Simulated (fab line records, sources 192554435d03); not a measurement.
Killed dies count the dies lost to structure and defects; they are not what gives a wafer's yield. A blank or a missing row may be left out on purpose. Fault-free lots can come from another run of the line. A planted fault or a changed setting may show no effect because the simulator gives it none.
Split-lot trial || flow n5 finfet || 7 lots, 39 wafers read, on a route of 1938 steps

ABOUT THE SPLIT
At N5_BEOL_M1_TRENCH_ETCH_37 (etches SiOC in C4F6/O2, target depth 55.207 nm, time 29 s), the setting time s was moved away from the recipe's 29 s on 15 of the 39 wafers read, by -19.4% to +58.4%. For the rest of the wafers, this setting stayed at what the recipe calls for.

FROM THE SPLIT TO THE READING: what the file shows between them, 2 steps
- N5_BEOL_M1_ETCH_41: etches SiCN in CH3F/O2, target depth 31.9 nm, time 57.8 s
- N5_BEOL_M1_STRIP_97: strips in N2/H2, time 10 s

THE READING
trench depth nm, in nm, at N5_BEOL_M1_OCD_MEAS_38. On this fab line, fault-free wafers typically give 55.2 nm with a standard deviation of 1.1 nm.

{"wafer": "L076.1", "tool, chamber at the split": "rie diel-02, 1", "time s as run, s": 29, "against the recipe": "recipe", "trench depth nm, nm": 54.8, "against lot-mates on the recipe": "-"}
{"wafer": "L076.2", "tool, chamber at the split": "rie diel-02, 3", "time s as run, s": 29, "against the recipe": "recipe", "trench depth nm, nm": 53.0, "against lot-mates on the recipe": "-"}
{"wafer": "L076.3", "tool, chamber at the split": "rie diel-02, 2", "time s as run, s": 29, "against the recipe": "recipe", "trench depth nm, nm": 54.5, "against lot-mates on the recipe": "-"}
{"wafer": "L076.4", "tool, chamber at the split": "rie diel-02, 0", "time s as run, s": 29, "against the recipe": "recipe", "trench depth nm, nm": 54.1, "against lot-mates on the recipe": "-"}
{"wafer": "L076.5", "tool, chamber at the split": "rie diel-02, 3", "time s as run, s": 29, "against the recipe": "recipe", "trench depth nm, nm": 52.4, "against lot-mates on the recipe": "-"}
{"wafer": "L076.6", "tool, chamber at the split": "rie diel-02, 2", "time s as run, s": 29, "against the recipe": "recipe", "trench depth nm, nm": 54.8, "against lot-mates on the recipe": "-"}
{"wafer": "L080.2", "tool, chamber at the split": "rie diel-06, 1", "time s as run, s": 29, "against the recipe": "recipe", "trench depth nm, nm": 54.5, "against lot-mates on the recipe": "-"}
{"wafer": "L080.4", "tool, chamber at the split": "rie diel-06, 0", "time s as run, s": 29, "against the recipe": "recipe", "trench depth nm, nm": 54.6, "against lot-mates on the recipe": "-"}
{"wafer": "L080.6", "tool, chamber at the split": "rie diel-06, 3", "time s as run, s": 29, "against the recipe": "recipe", "trench depth nm, nm": 54.8, "against lot-mates on the recipe": "-"}
{"wafer": "L084.1", "tool, chamber at the split": "rie diel-06, 2", "time s as run, s": 29, "against the recipe": "recipe", "trench depth nm, nm": 54.4, "against lot-mates on the recipe": "-"}
{"wafer": "L084.2", "tool, chamber at the split": "rie diel-06, 3", "time s as run, s": 45.95, "against the recipe": "+58.4%", "trench depth nm, nm": 85.7, "against lot-mates on the recipe": "+31.3"}
{"wafer": "L084.3", "tool, chamber at the split": "rie diel-06, 0", "time s as run, s": 29, "against the recipe": "recipe", "trench depth nm, nm": 54.6, "against lot-mates on the recipe": "-"}
{"wafer": "L084.4", "tool, chamber at the split": "rie diel-06, 1", "time s as run, s": 45.95, "against the recipe": "+58.4%", "trench depth nm, nm": 86.0, "against lot-mates on the recipe": "+31.6"}
{"wafer": "L084.5", "tool, chamber at the split": "rie diel-06, 2", "time s as run, s": 45.95, "against the recipe": "+58.4%", "trench depth nm, nm": 88.4, "against lot-mates on the recipe": "+34.0"}
{"wafer": "L084.6", "tool, chamber at the split": "rie diel-06, 3", "time s as run, s": 29, "against the recipe": "recipe", "trench depth nm, nm": 54.3, "against lot-mates on the recipe": "-"}
{"wafer": "L087.1", "tool, chamber at the split": "rie diel-02, 2", "time s as run, s": 42.06, "against the recipe": "+45.0%", "trench depth nm, nm": 79.5, "against lot-mates on the recipe": "+26.1"}
{"wafer": "L087.2", "tool, chamber at the split": "rie diel-02, 3", "time s as run, s": 29, "against the recipe": "recipe", "trench depth nm, nm": 53.3, "against lot-mates on the recipe": "-"}
{"wafer": "L087.3", "tool, chamber at the split": "rie diel-02, 0", "time s as run, s": 42.06, "against the recipe": "+45.0%", "trench depth nm, nm": 78.4, "against lot-mates on the recipe": "+25.0"}
{"wafer": "L087.4", "tool, chamber at the split": "rie diel-02, 1", "time s as run, s": 42.06, "against the recipe": "+45.0%", "trench depth nm, nm": 80.1, "against lot-mates on the recipe": "+26.7"}
{"wafer": "L087.5", "tool, chamber at the split": "rie diel-02, 0", "time s as run, s": 29, "against the recipe": "recipe", "trench depth nm, nm": 54.1, "against lot-mates on the recipe": "-"}
{"wafer": "L087.6", "tool, chamber at the split": "rie diel-02, 3", "time s as run, s": 29, "against the recipe": "recipe", "trench depth nm, nm": 52.7, "against lot-mates on the recipe": "-"}
{"wafer": "L088.1", "tool, chamber at the split": "rie diel-04, 2", "time s as run, s": 29, "against the recipe": "recipe", "trench depth nm, nm": 55.5, "against lot-mates on the recipe": "-"}
{"wafer": "L088.2", "tool, chamber at the split": "rie diel-04, 1", "time s as run, s": 45.59, "against the recipe": "+57.2%", "trench depth nm, nm": 88.6, "against lot-mates on the recipe": "+33.3"}
{"wafer": "L088.3", "tool, chamber at the split": "rie diel-04, 3", "time s as run, s": 29, "against the recipe": "recipe", "trench depth nm, nm": 55.4, "against lot-mates on the recipe": "-"}
{"wafer": "L088.4", "tool, chamber at the split": "rie diel-04, 0", "time s as run, s": 45.59, "against the recipe": "+57.2%", "trench depth nm, nm": 86.4, "against lot-mates on the recipe": "+31.1"}
{"wafer": "L088.5", "tool, chamber at the split": "rie diel-04, 3", "time s as run, s": 45.59, "against the recipe": "+57.2%", "trench depth nm, nm": 86.0, "against lot-mates on the recipe": "+30.7"}
{"wafer": "L088.6", "tool, chamber at the split": "rie diel-04, 0", "time s as run, s": 29, "against the recipe": "recipe", "trench depth nm, nm": 55.0, "against lot-mates on the recipe": "-"}
{"wafer": "L091.1", "tool, chamber at the split": "rie diel-04, 1", "time s as run, s": 29, "against the recipe": "recipe", "trench depth nm, nm": 57.0, "against lot-mates on the recipe": "-"}
{"wafer": "L091.2", "tool, chamber at the split": "rie diel-04, 0", "time s as run, s": 29, "against the recipe": "recipe", "trench depth nm, nm": 55.8, "against lot-mates on the recipe": "-"}
{"wafer": "L091.3", "tool, chamber at the split": "rie diel-04, 2", "time s as run, s": 23.36, "against the recipe": "-19.4%", "trench depth nm, nm": 45.8, "against lot-mates on the recipe": -10.3}
{"wafer": "L091.4", "tool, chamber at the split": "rie diel-04, 3", "time s as run, s": 23.36, "against the recipe": "-19.4%", "trench depth nm, nm": 44.9, "against lot-mates on the recipe": -11.2}
{"wafer": "L091.5", "tool, chamber at the split": "rie diel-04, 3", "time s as run, s": 23.36, "against the recipe": "-19.4%", "trench depth nm, nm": 45.1, "against lot-mates on the recipe": -11.0}
{"wafer": "L091.6", "tool, chamber at the split": "rie diel-04, 0", "time s as run, s": 29, "against the recipe": "recipe", "trench depth nm, nm": 55.4, "against lot-mates on the recipe": "-"}
{"wafer": "L093.1", "tool, chamber at the split": "rie diel-04, 2", "time s as run, s": 29, "against the recipe": "recipe", "trench depth nm, nm": 55.9, "against lot-mates on the recipe": "-"}
{"wafer": "L093.2", "tool, chamber at the split": "rie diel-04, 3", "time s as run, s": 29, "against the recipe": "recipe", "trench depth nm, nm": 55.6, "against lot-mates on the recipe": "-"}
{"wafer": "L093.3", "tool, chamber at the split": "rie diel-04, 1", "time s as run, s": 43.34, "against the recipe": "+49.4%", "trench depth nm, nm": 84.4, "against lot-mates on the recipe": "+28.9"}
{"wafer": "L093.4", "tool, chamber at the split": "rie diel-04, 0", "time s as run, s": 29, "against the recipe": "recipe", "trench depth nm, nm": 55.1, "against lot-mates on the recipe": "-"}
{"wafer": "L093.5", "tool, chamber at the split": "rie diel-04, 1", "time s as run, s": 43.34, "against the recipe": "+49.4%", "trench depth nm, nm": 84.1, "against lot-mates on the recipe": "+28.6"}
{"wafer": "L093.6", "tool, chamber at the split": "rie diel-04, 2", "time s as run, s": 43.34, "against the recipe": "+49.4%", "trench depth nm, nm": 83.6, "against lot-mates on the recipe": "+28.1"}

THE FIT
A straight line over all 39 wafers: trench depth nm changes by +0.557 nm for each +1% of time s; r = +1.00; the points scatter about the line by 1.2 nm.
The same after taking each lot's own level away (the mean of its wafers on the recipe; 39 wafers): +0.561 nm for each +1%; r = +1.00; scatter 0.79 nm.
On that fit, the largest move of time s shifts the reading by 33 nm.
The span of the lots' own levels, 53.37 to 56.07 nm, comes to 2.5 times the standard deviation stated above.
The two slopes agree, so the slope changes little with the lot-to-lot level.
Check: for one of the wafers moved furthest among these (+58.4%), held out of the fit, the line's prediction against its lot-mates is +33 nm. It came out at +31.3 nm against them.

OTHER SPLITS APPLIED TO THESE WAFERS
These wafers also went through other splits before the reading. Each is held against what the fit with the lots' levels taken away leaves over:
{"other split on the same wafers": "N5_HKMG_FIN_DEVELOP_48 develop time s", "wafers away from the commonest value": 15, "r with trench depth nm (lot level and that fit taken away)": -0.04}
{"other split on the same wafers": "N5_MOL_CONTACT_COAG_ETCHBACK_135 time s", "wafers away from the commonest value": 15, "r with trench depth nm (lot level and that fit taken away)": -0.04}
{"other split on the same wafers": "N5_BEOL_M0_SAQP_ETCH_107 target depth a", "wafers away from the commonest value": 12, "r with trench depth nm (lot level and that fit taken away)": "+0.05"}

THE WHOLE CHAIN: every reading that the file lists as answering this split, in the file's order
{"step": "N5_BEOL_M1_TRENCH_ETCH_37", "what it does": "etches SiOC in C4F6/O2, target depth 55.207 nm, time 29 s", "reading": "BEOL_M1.feature depth nm (the simulator's own value, which no gauge read)", "change (the file's fit)": "+0.563 nm for each +1% of the setting", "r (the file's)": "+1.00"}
{"step": "N5_BEOL_M1_TRENCH_ETCH_37", "what it does": "etches SiOC in C4F6/O2, target depth 55.207 nm, time 29 s", "reading": "etch.depth nm (the simulator's own value, which no gauge read)", "change (the file's fit)": "+0.563 nm for each +1% of the setting", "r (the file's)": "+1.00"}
{"step": "N5_BEOL_M1_TRENCH_ETCH_37", "what it does": "etches SiOC in C4F6/O2, target depth 55.207 nm, time 29 s", "reading": "TiN_of_BEOL_M1_HM_DEP_02.thk nm (the simulator's own value, which no gauge read)", "change (the file's fit)": "-0.0244 nm for each +1% of the setting", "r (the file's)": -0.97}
{"step": "N5_BEOL_M1_OCD_MEAS_38", "what it does": "", "reading": "trench depth nm", "change (the file's fit)": "+0.562 nm for each +1% of the setting", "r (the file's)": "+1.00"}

FILE'S OWN FIT
trench depth nm changes by +0.562 nm for each +1% of time s, r = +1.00.
